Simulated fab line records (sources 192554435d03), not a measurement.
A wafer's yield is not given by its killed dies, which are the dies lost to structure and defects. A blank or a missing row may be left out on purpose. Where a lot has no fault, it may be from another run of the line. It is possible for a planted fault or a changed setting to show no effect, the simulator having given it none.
Comparing a struck lot with a sound one + flow n5_finfet + 35 out of 1938 route steps
Sound: the wafers L214.1, L214.2, L214.6. Struck: wafer L200.3 (left out: L200.2, a lot-mate that was not struck); the cause follows at the end.
Order at every step that has rows: each side's tool, ch and its chambers, its first start. Under that, the readings that differ: sound wafers + struck wafers + difference of the means + sigmas: that difference in standard deviations of wafers without a fault.
alike: words and numbers the same on both sides, and readings whose means are apart by under 2 such deviations; not compared: readings that were withheld, readings missing a value for some wafer, numbers with overlapping values and no deviation given by the record, and bounds like >300 which may hide the same value.
A row with sigmas, a row that says differs or no value, or rows on one side alone: a step with any of these is where the two part. Non-overlapping numbers with no deviation appear without sigmas and do not part them. Lack of a reading on every wafer of one side parts them only where that side has two or more wafers.

first, 12 steps without rows for these wafers: N5_SD_EPI_P_STRIP_38 (strips in N2/H2); N5_SD_EPI_P_ETCHBACK_46 (etches SiNx in CH3F/O2, stops on SiO2, target depth 17.5 nm); N5_SD_EPI_P_ETCH_47 (etches SiOCN in CH3F/O2, target depth 25 nm); N5_SD_EPI_P_ETCH_16 (etches SiO2 in CHF3/O2, target depth 5 nm); N5_SD_EPI_P_STRIP_50 (strips in CHF3/O2); N5_SD_EPI_P_SD_RECESS_17 (chemistry HBr/Cl2/O2, target depth 39.1 nm, bt time 3 s); N5_SD_EPI_P_WET_ETCH_45 (etches SiO2 in dHF, time 10.7 s, target depth 2 nm, rinse time 30 s); N5_SD_EPI_P_STRIP_40 (strips in N2/H2); N5_SD_EPI_P_PRECLEAN_52 (cleans in O3/DIW, time 60 s); N5_SD_EPI_P_SRD_20 (time 30 s); N5_SD_EPI_P_PRECLEAN_51 (cleans in NF3:NH3, afs cycles 1, time 20 s, sublimation time 60 s); N5_SD_EPI_P_VAPOR_ETCH_44 (etches SiGe30 in NF3/Ar, time 3.3 s).
N5_SD_EPI_P_EPI_21: deposits SiGe:B, time 355 s.
  sound on epi_rpcvd-02 ch 0, day 8 12:34; struck on epi_rpcvd-02 ch 0, day 5 02:30
| reading                                     | sound          | struck | difference | sigmas |
|---------------------------------------------|----------------|--------|------------|--------|
| epi_growth_time_s (s)                       | 355 355 355    | 374.9  | +19.9      |        |
| model.SiGe-B_of_SD_EPI_P_EPI_21.thk_nm (nm) | 59.6 60.8 59.4 | 63.2   | +3.3       |        |
then, 20 steps without rows for these wafers: N5_SD_EPI_P_HM_STRIP_48 (strips SiNx in H3PO4, material SiNx, target depth 3 nm); N5_SD_EPI_P_SRD_49 (time 30 s); N5_SD_EPI_P_PRECLEAN_24 (cleans in O3/DIW, time 45 s); N5_SD_EPI_P_PRECLEAN_32 (cleans in dHF, time 10 s); N5_SD_EPI_P_PRECLEAN_33 (cleans in SC2, time 45 s); N5_SD_EPI_P_SRD_25 (time 30 s); N5_SD_ACTIVATION_RTA_00 (time 0 s); N5_SD_ACTIVATION_LSA_01 (time 0.0008 s); N5_ILD0_LINER_00 (material SiNx, target thk 4 nm, pulse time 1 s, purge time 2 s); N5_ILD0_FCVD_FILL_01 (material SiO2 flowable, target thk 200 nm, time 328.3 s); N5_ILD0_CURE_02 (time 1800 s); N5_ILD0_CMP_03 (polishes, stops on SiNx, t overpolish 1.9 s, target thk 197.38 nm); N5_ILD0_CMP_07 (polishes SiO2 flowable, stops on poly-Si, t overpolish 1.18 s, target thk 138.88 nm); N5_ILD0_PRECLEAN_10 (cleans in NF3:NH3, afs cycles 5, time 20 s, sublimation time 60 s); N5_ILD0_ALD_15 (deposits SiNx, target thk 24 nm, pulse time 1 s, ald cycles 480); N5_ILD0_CMP_12 (polishes SiNx, stops on poly-Si, t overpolish 6 s, target thk 17.67 nm); N5_SDB_HM_DEP_00 (deposits SiNx from SiH4/NH3/N2, target thk 40 nm, time 35.3 s); N5_SDB_COAT_03 (time 60 s, resist thk 100 nm); N5_SDB_COAT_04 (time 60 s, resist thk 18 nm); N5_SDB_COAT_05 (resist thk 90 nm).
N5_MOL_CONTACT_COAG_ETCH_110: etches Si in CF4/O2, target depth 2.5 nm, time 8 s.
  sound on rie_diel-04 ch 2,3, day 9 21:47; struck on rie_diel-04 ch 2, day 6 19:33
| reading                                     | sound          | struck | difference | sigmas |
|---------------------------------------------|----------------|--------|------------|--------|
| model.SiGe-B_of_SD_EPI_P_EPI_21.thk_nm (nm) | 56.8 57.8 56.4 | 60.2   | +3.2       |        |
  alike: chamber_pressure_mTorr, drypump_motor_current_A, oes_product_au, rf_vpp_V, showerhead_plenum_p_Torr, throttle_valve_pct
  not compared: rf_hours_counter_h
then, 1 step without rows for these wafers: N5_PASSIVATION_PROBE_49.

## WHERE THEY PART
Nowhere in this record.

WHY: the cause the simulator had injected
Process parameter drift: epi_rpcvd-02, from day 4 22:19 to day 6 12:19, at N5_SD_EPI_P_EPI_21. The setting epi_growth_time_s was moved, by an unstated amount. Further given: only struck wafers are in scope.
